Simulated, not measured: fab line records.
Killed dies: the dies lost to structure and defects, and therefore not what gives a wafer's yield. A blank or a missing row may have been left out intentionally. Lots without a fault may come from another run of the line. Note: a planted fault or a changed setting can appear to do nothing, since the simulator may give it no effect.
Which of the tools did it? + flow n5Finfet + 24 lots, 72 wafers sampled, at 6 steps of a route of 1938

WHAT THE GAUGES READ, wafer by wafer
N5_BEOL_M5_OVL_MEAS_12.
| lot  | measured     | on         | M5_OVL (nm)   |
|------|--------------|------------|---------------|
| L074 | day 8 14:20  | overlay-01 | 2.0 1.5 0.5   |
| L075 | day 8 21:11  | overlay-02 | -0.1 -0.2 0.2 |
| L077 | day 8 22:03  | overlay-01 | 1.2 1.6 0.3   |
| L076 | day 8 21:28  | overlay-02 | 1.7 0.7 0.8   |
| L078 | day 9 21:27  | overlay-01 | 0.4 -0.8 1.3  |
| L079 | day 10 01:23 | overlay-02 | 0.9 0.0 0.6   |
| L080 | day 10 08:04 | overlay-01 | 0.3 0.7 1.6   |
| L081 | day 10 10:29 | overlay-02 | 0.3 0.5 0.3   |
| L082 | day 10 14:14 | overlay-01 | 0.6 1.3 1.4   |
| L085 | day 11 00:47 | overlay-01 | 0.8 -0.8 0.2  |
| L083 | day 11 04:34 | overlay-02 | 0.0 -0.4 0.1  |
| L084 | day 11 09:07 | overlay-02 | 1.5 0.4 1.4   |
| L087 | day 11 09:45 | overlay-02 | 0.3 1.1 -0.5  |
| L086 | day 11 13:29 | overlay-02 | 1.5 1.3 1.2   |
| L088 | day 11 18:53 | overlay-02 | 1.7 1.1 0.5   |
| L089 | day 12 02:56 | overlay-02 | -0.1 0.0 -1.0 |
| L090 | day 12 18:59 | overlay-01 | -0.1 0.3 0.3  |
| L092 | day 12 23:53 | overlay-01 | -0.1 0.3 -0.3 |
| L091 | day 13 00:16 | overlay-01 | 0.1 1.5 -0.2  |
| L093 | day 13 04:31 | overlay-02 | 0.1 1.3 0.2   |
| L094 | day 13 18:53 | overlay-01 | 0.4 1.8 0.2   |
| L097 | day 14 02:28 | overlay-01 | 0.3 -0.6 0.3  |
| L095 | day 14 03:19 | overlay-02 | -0.7 0.5 -0.8 |
| L096 | day 14 04:18 | overlay-01 | 0.0 -0.8 -0.9 |

N5_BEOL_M5_OVL_MEAS_29.
| lot  | measured     | on         | V4_OVL (nm)    |
|------|--------------|------------|----------------|
| L074 | day 8 15:15  | overlay-01 | 0.5 0.2 -0.2   |
| L075 | day 8 23:08  | overlay-01 | -0.1 0.5 0.4   |
| L077 | day 8 23:18  | overlay-02 | 0.3 0.2 0.4    |
| L076 | day 8 22:57  | overlay-02 | 0.5 -0.4 0.1   |
| L078 | day 10 00:08 | overlay-01 | 0.2 0.0 0.5    |
| L079 | day 10 03:00 | overlay-02 | 0.0 0.1 -0.3   |
| L080 | day 10 09:04 | overlay-02 | 1.3 0.7 0.8    |
| L081 | day 10 12:38 | overlay-01 | -0.9 -0.5 0.1  |
| L082 | day 10 16:18 | overlay-01 | 1.2 0.7 -0.1   |
| L085 | day 11 03:25 | overlay-01 | -0.2 0.4 0.1   |
| L083 | day 11 05:33 | overlay-01 | 0.4 1.2 0.0    |
| L084 | day 11 11:46 | overlay-01 | 0.3 -0.1 0.8   |
| L087 | day 11 11:57 | overlay-02 | 0.3 0.0 0.4    |
| L086 | day 11 17:30 | overlay-02 | 0.7 1.6 -0.1   |
| L088 | day 11 22:04 | overlay-01 | -0.1 -0.4 -0.9 |
| L089 | day 12 05:04 | overlay-02 | 1.2 1.4 0.8    |
| L090 | day 12 20:11 | overlay-02 | -0.9 0.5 -0.3  |
| L092 | day 13 04:39 | overlay-02 | -1.0 0.2 -0.8  |
| L091 | day 13 04:29 | overlay-01 | 0.5 -0.4 0.5   |
| L093 | day 13 10:37 | overlay-01 | 0.3 -0.2 0.2   |
| L094 | day 13 20:47 | overlay-02 | 1.1 0.8 0.5    |
| L097 | day 14 03:38 | overlay-02 | -0.4 0.2 -0.3  |
| L095 | day 14 05:56 | overlay-01 | 0.0 0.2 0.1    |
| L096 | day 14 05:45 | overlay-01 | 1.2 0.0 0.1    |

TOOL THAT RAN EACH LOT (tool first, then ch and the chambers of the sampled wafers, then the start)
| lot  | N5_BEOL_M4_ANNEAL_95        | N5_BEOL_M4_CO_CAP_55            | N5_BEOL_M5_PECVD_70             | N5_BEOL_M5_ETCH_62                |
|------|-----------------------------|---------------------------------|---------------------------------|-----------------------------------|
| L074 | pvdSputter-01, day 8 10:39  | cvdCo-02 ch 0,1,2, day 8 11:41  | pecvd-03 ch 0,1,2, day 8 13:29  | rieDiel-04 ch 0,1,2, day 8 14:30  |
| L075 | pvdSputter-02, day 8 15:31  | cvdCo-01 ch 1,2, day 8 17:01    | pecvd-01 ch 0,1,2, day 8 18:50  | rieDiel-05 ch 0,3, day 8 21:31    |
| L077 | pvdSputter-01, day 8 17:36  | cvdCo-01 ch 0,1, day 8 18:52    | pecvd-03 ch 0,1,2, day 8 21:10  | rieDiel-04 ch 0,1,2, day 8 22:13  |
| L076 | pvdSputter-02, day 8 17:43  | cvdCo-02 ch 0,1,2, day 8 18:50  | pecvd-03 ch 0,1,2, day 8 20:38  | rieDiel-01 ch 0,3, day 8 21:38    |
| L078 | pvdSputter-03, day 9 16:26  | cvdCo-02 ch 0,2, day 9 17:44    | pecvd-02 ch 0,1, day 9 20:01    | rieDiel-05 ch 0,1,3, day 9 21:37  |
| L079 | pvdSputter-02, day 9 21:04  | cvdCo-02 ch 0,2, day 9 22:04    | pecvd-01 ch 0,1, day 10 00:24   | rieDiel-01 ch 0,2,3, day 10 01:33 |
| L080 | pvdSputter-03, day 10 03:23 | cvdCo-02 ch 0,2, day 10 04:41   | pecvd-02 ch 0,1, day 10 06:59   | rieDiel-05 ch 0,1,3, day 10 08:14 |
| L081 | pvdSputter-02, day 10 06:20 | cvdCo-01 ch 0,1, day 10 07:20   | pecvd-03 ch 0,1,2, day 10 09:08 | rieDiel-05 ch 0,2,3, day 10 10:41 |
| L082 | pvdSputter-02, day 10 10:29 | cvdCo-01 ch 0,2, day 10 11:29   | pecvd-03 ch 0,1, day 10 13:18   | rieDiel-04 ch 0,2, day 10 14:30   |
| L085 | pvdSputter-03, day 10 20:41 | cvdCo-02 ch 0,1,2, day 10 21:43 | pecvd-03 ch 0,1,2, day 10 23:31 | rieDiel-05 ch 0,3, day 11 01:17   |
| L083 | pvdSputter-01, day 10 23:43 | cvdCo-01 ch 0,2, day 11 00:44   | pecvd-02 ch 0,1, day 11 02:32   | rieDiel-04 ch 0,1,2, day 11 04:44 |
| L084 | pvdSputter-03, day 11 03:17 | cvdCo-02 ch 0,2, day 11 04:26   | pecvd-03 ch 0,1,2, day 11 06:14 | rieDiel-05 ch 2,3, day 11 09:17   |
| L087 | pvdSputter-03, day 11 05:08 | cvdCo-01 ch 0,1,2, day 11 06:16 | pecvd-01 ch 0,1,2, day 11 08:04 | rieDiel-05 ch 0,3, day 11 09:55   |
| L086 | pvdSputter-01, day 11 08:25 | cvdCo-01 ch 0,1, day 11 09:25   | pecvd-03 ch 1,2, day 11 11:42   | rieDiel-04 ch 1,3, day 11 13:38   |
| L088 | pvdSputter-02, day 11 15:20 | cvdCo-02 ch 1,2, day 11 16:20   | pecvd-01 ch 0,1,2, day 11 18:08 | rieDiel-05 ch 0,3, day 11 19:03   |
| L089 | pvdSputter-02, day 11 22:40 | cvdCo-01 ch 0,1,2, day 11 23:41 | pecvd-01 ch 1,2, day 12 01:30   | rieDiel-04 ch 2,3, day 12 03:06   |
| L090 | pvdSputter-03, day 12 14:16 | cvdCo-02 ch 0,2, day 12 15:17   | pecvd-02 ch 0,2, day 12 17:34   | rieDiel-01 ch 0,3, day 12 19:14   |
| L092 | pvdSputter-01, day 12 18:42 | cvdCo-01 ch 0,1,2, day 12 19:43 | pecvd-02 ch 0,1,2, day 12 21:48 | rieDiel-05 ch 1,2,3, day 13 00:20 |
| L091 | pvdSputter-03, day 12 19:56 | cvdCo-01 ch 0,1,2, day 12 20:57 | pecvd-02 ch 0,1,2, day 12 23:14 | rieDiel-04 ch 0,2, day 13 00:55   |
| L093 | pvdSputter-03, day 12 22:49 | cvdCo-01 ch 0,1,2, day 12 23:49 | pecvd-02 ch 0,1,2, day 13 01:38 | rieDiel-05 ch 0,2,3, day 13 05:02 |
| L094 | pvdSputter-02, day 13 14:44 | cvdCo-02 ch 0,1, day 13 15:44   | pecvd-03 ch 0,1, day 13 17:34   | rieDiel-04 ch 0,1, day 13 19:13   |
| L097 | pvdSputter-02, day 13 22:07 | cvdCo-01 ch 1,2, day 13 23:07   | pecvd-02 ch 0,1,2, day 14 01:25 | rieDiel-04 ch 0,1, day 14 02:38   |
| L095 | pvdSputter-03, day 13 22:21 | cvdCo-01 ch 0,1, day 13 23:39   | pecvd-01 ch 1,2, day 14 01:28   | rieDiel-01 ch 1,2,3, day 14 03:29 |
| L096 | pvdSputter-01, day 14 00:32 | cvdCo-02 ch 0,1, day 14 01:32   | pecvd-03 ch 0,1,2, day 14 03:21 | rieDiel-05 ch 1,2,3, day 14 04:28 |
- N5_BEOL_M4_ANNEAL_95: time 240 s.
- N5_BEOL_M4_CO_CAP_55: material Co, precursor CCTBA/H2, target thk 2 nm, time 102.1 s.
- N5_BEOL_M5_PECVD_70: deposits SiO2 from TEOS/O2, target thk 16 nm, time 18 s.
- N5_BEOL_M5_ETCH_62: etches SOC in N2/H2, target depth 75 nm, overetch 15 nm, time 112.5 s.

AS READ BY THE TOOLS THEMSELVES (means over the sampled wafers that have a number; for cases with no such wafer, the mark the record gives instead)
N5_BEOL_M4_ANNEAL_95.
| lot  | tool          | heaterPowerW (W) | susceptorTempC (C) |
|------|---------------|------------------|--------------------|
| L074 | pvdSputter-01 | 843              | 399.81             |
| L075 | pvdSputter-02 | 795              | 400.09             |
| L077 | pvdSputter-01 | 855              | 400.00             |
| L076 | pvdSputter-02 | 830              | 400.13             |
| L078 | pvdSputter-03 | 804              | 399.94             |
| L079 | pvdSputter-02 | 777              | 400.01             |
| L080 | pvdSputter-03 | 783              | 399.93             |
| L081 | pvdSputter-02 | 859              | 400.01             |
| L082 | pvdSputter-02 | 728              | 400.12             |
| L085 | pvdSputter-03 | 797              | 399.83             |
| L083 | pvdSputter-01 | 899              | 400.10             |
| L084 | pvdSputter-03 | 821              | 399.88             |
| L087 | pvdSputter-03 | 824              | 400.03             |
| L086 | pvdSputter-01 | 851              | 400.10             |
| L088 | pvdSputter-02 | 817              | 399.85             |
| L089 | pvdSputter-02 | 798              | 399.93             |
| L090 | pvdSputter-03 | 813              | 400.23             |
| L092 | pvdSputter-01 | 837              | 399.99             |
| L091 | pvdSputter-03 | 807              | 400.16             |
| L093 | pvdSputter-03 | 813              | 399.91             |
| L094 | pvdSputter-02 | 881              | 400.16             |
| L097 | pvdSputter-02 | 756              | 400.17             |
| L095 | pvdSputter-03 | 801              | 399.88             |
| L096 | pvdSputter-01 | 859              | 399.97             |

N5_BEOL_M4_CO_CAP_55.
| lot  | tool     | heaterPowerW (W) | susceptorTempC (C) |
|------|----------|------------------|--------------------|
| L074 | cvdCo-02 | 242              | 200.12             |
| L075 | cvdCo-01 | 226              | 200.00             |
| L077 | cvdCo-01 | 228              | 200.10             |
| L076 | cvdCo-02 | 246              | 200.05             |
| L078 | cvdCo-02 | 233              | 200.01             |
| L079 | cvdCo-02 | 229              | 199.81             |
| L080 | cvdCo-02 | 253              | 200.01             |
| L081 | cvdCo-01 | 226              | 199.81             |
| L082 | cvdCo-01 | 221              | 199.87             |
| L085 | cvdCo-02 | 245              | 199.99             |
| L083 | cvdCo-01 | 218              | 200.11             |
| L084 | cvdCo-02 | 252              | 200.00             |
| L087 | cvdCo-01 | 228              | 200.14             |
| L086 | cvdCo-01 | 224              | 200.24             |
| L088 | cvdCo-02 | 227              | 199.94             |
| L089 | cvdCo-01 | 222              | 199.95             |
| L090 | cvdCo-02 | 233              | 199.85             |
| L092 | cvdCo-01 | 223              | 200.10             |
| L091 | cvdCo-01 | 224              | 200.13             |
| L093 | cvdCo-01 | 226              | 200.16             |
| L094 | cvdCo-02 | 259              | 200.01             |
| L097 | cvdCo-01 | 226              | 199.96             |
| L095 | cvdCo-01 | 229              | 199.91             |
| L096 | cvdCo-02 | 266              | 199.88             |

N5_BEOL_M5_PECVD_70.
| lot  | tool     | heaterPowerW (W) | showerheadPlenumPTorr (Torr) | susceptorTempC (C) | throttleValvePct (%) |
|------|----------|------------------|------------------------------|--------------------|----------------------|
| L074 | pecvd-03 | 687              | 8.83                         | 400.16             | 21.6                 |
| L075 | pecvd-01 | 824              | 8.79                         | 399.84             | 22.1                 |
| L077 | pecvd-03 | 737              | 8.84                         | 400.05             | 21.6                 |
| L076 | pecvd-03 | 726              | 8.84                         | 399.95             | 21.6                 |
| L078 | pecvd-02 | 871              | 8.80                         | 399.97             | 22.3                 |
| L079 | pecvd-01 | 837              | 8.86                         | 400.08             | 21.9                 |
| L080 | pecvd-02 | 760              | 8.79                         | 400.21             | 22.4                 |
| L081 | pecvd-03 | 737              | 8.84                         | 399.94             | 21.6                 |
| L082 | pecvd-03 | 642              | 8.81                         | 400.02             | 22.4                 |
| L085 | pecvd-03 | 710              | 8.86                         | 399.73             | 21.5                 |
| L083 | pecvd-02 | 829              | 8.79                         | 400.00             | 22.5                 |
| L084 | pecvd-03 | 712              | 8.84                         | 399.75             | 21.6                 |
| L087 | pecvd-01 | 846              | 8.79                         | 399.94             | 21.6                 |
| L086 | pecvd-03 | 692              | 8.83                         | 400.13             | 22.4                 |
| L088 | pecvd-01 | 775              | 8.79                         | 399.97             | 21.5                 |
| L089 | pecvd-01 | 782              | 8.71                         | 399.97             | 21.3                 |
| L090 | pecvd-02 | 745              | 8.80                         | 399.86             | 20.9                 |
| L092 | pecvd-02 | 793              | 8.79                         | 399.90             | 21.7                 |
| L091 | pecvd-02 | 800              | 8.79                         | 400.01             | 21.8                 |
| L093 | pecvd-02 | 749              | 8.79                         | 399.93             | 21.8                 |
| L094 | pecvd-03 | 574              | 8.81                         | 399.99             | 22.2                 |
| L097 | pecvd-02 | 776              | 8.79                         | 399.93             | 21.9                 |
| L095 | pecvd-01 | 830              | 8.72                         | 400.03             | 21.4                 |
| L096 | pecvd-03 | 732              | 8.84                         | 400.02             | 21.7                 |

N5_BEOL_M5_ETCH_62.
| lot  | tool       | drypumpMotorCurrentA (A) | oesProductAu (a.u.) | rfVppV (V) | showerheadPlenumPTorr (Torr) | throttleValvePct (%) |
|------|------------|--------------------------|---------------------|------------|------------------------------|----------------------|
| L074 | rieDiel-04 | 6.1                      | 0.60                | 524.2      | 2.57                         | 17.76                |
| L075 | rieDiel-05 | 5.5                      | 0.61                | 525.0      | 2.58                         | 17.78                |
| L077 | rieDiel-04 | 6.0                      | 0.60                | 525.4      | 2.57                         | 17.76                |
| L076 | rieDiel-01 | 5.6                      | 0.60                | 522.3      | 2.48                         | 17.68                |
| L078 | rieDiel-05 | 5.4                      | 0.61                | 524.7      | 2.59                         | 17.71                |
| L079 | rieDiel-01 | 5.5                      | 0.59                | 523.1      | 2.50                         | 17.89                |
| L080 | rieDiel-05 | 5.4                      | 0.61                | 526.0      | 2.58                         | 17.71                |
| L081 | rieDiel-05 | 5.6                      | 0.60                | 524.6      | 2.57                         | 17.81                |
| L082 | rieDiel-04 | 5.8                      | 0.75                | 524.1      | 2.58                         | 17.51                |
| L085 | rieDiel-05 | 5.5                      | 0.64                | 526.4      | 2.64                         | 17.75                |
| L083 | rieDiel-04 | 6.0                      | 0.66                | 524.6      | 2.57                         | 17.63                |
| L084 | rieDiel-05 | 5.8                      | 0.55                | 523.1      | 2.51                         | 17.86                |
| L087 | rieDiel-05 | 5.5                      | 0.64                | 526.0      | 2.64                         | 17.74                |
| L086 | rieDiel-04 | 6.2                      | 0.60                | 525.5      | 2.59                         | 17.89                |
| L088 | rieDiel-05 | 5.5                      | 0.64                | 526.0      | 2.64                         | 17.75                |
| L089 | rieDiel-04 | 6.1                      | 0.68                | 523.4      | 2.52                         | 17.48                |
| L090 | rieDiel-01 | 5.4                      | 0.60                | 522.2      | 2.51                         | 17.72                |
| L092 | rieDiel-05 | 5.6                      | 0.55                | 523.2      | 2.51                         | 17.80                |
| L091 | rieDiel-04 | 5.8                      | 0.70                | 525.1      | 2.57                         | 17.53                |
| L093 | rieDiel-05 | 5.6                      | 0.58                | 525.3      | 2.56                         | 17.83                |
| L094 | rieDiel-04 | 5.8                      | 0.73                | 525.5      | 2.60                         | 17.61                |
| L097 | rieDiel-04 | 5.9                      | 0.72                | 525.1      | 2.60                         | 17.62                |
| L095 | rieDiel-01 | 5.5                      | 0.62                | 521.1      | 2.48                         | 17.82                |
| L096 | rieDiel-05 | 5.6                      | 0.55                | 522.8      | 2.51                         | 17.82                |

THE ANSWER, worked out from the rows above alone
Rule: what is usual is taken from the lots themselves. Put in order of their means at a reading, lots are off if they are a third of the lots or fewer, leave a main group of 4 or more, and stand apart from it by a gap of 3 or more times the standard deviation of the main group's means; of several such gaps the widest counts. A main group whose means are all the same, to the digits that the tables above print for the reading, isn't used. Also off: a lot with no number at a reading for which 4 or more lots have one. Where the step has rows for the other lots, those lots are counted as sound. First the gauges in route order, then the tools' own readings, where a lot's mean is used as printed above. The first step at which some lot is off is used, and at that step the reading that is off furthest; a lot without a number counts as furthest.
No lot is off at any reading shown: from this, nothing can be told.

WHAT THE SIMULATOR PUT IN
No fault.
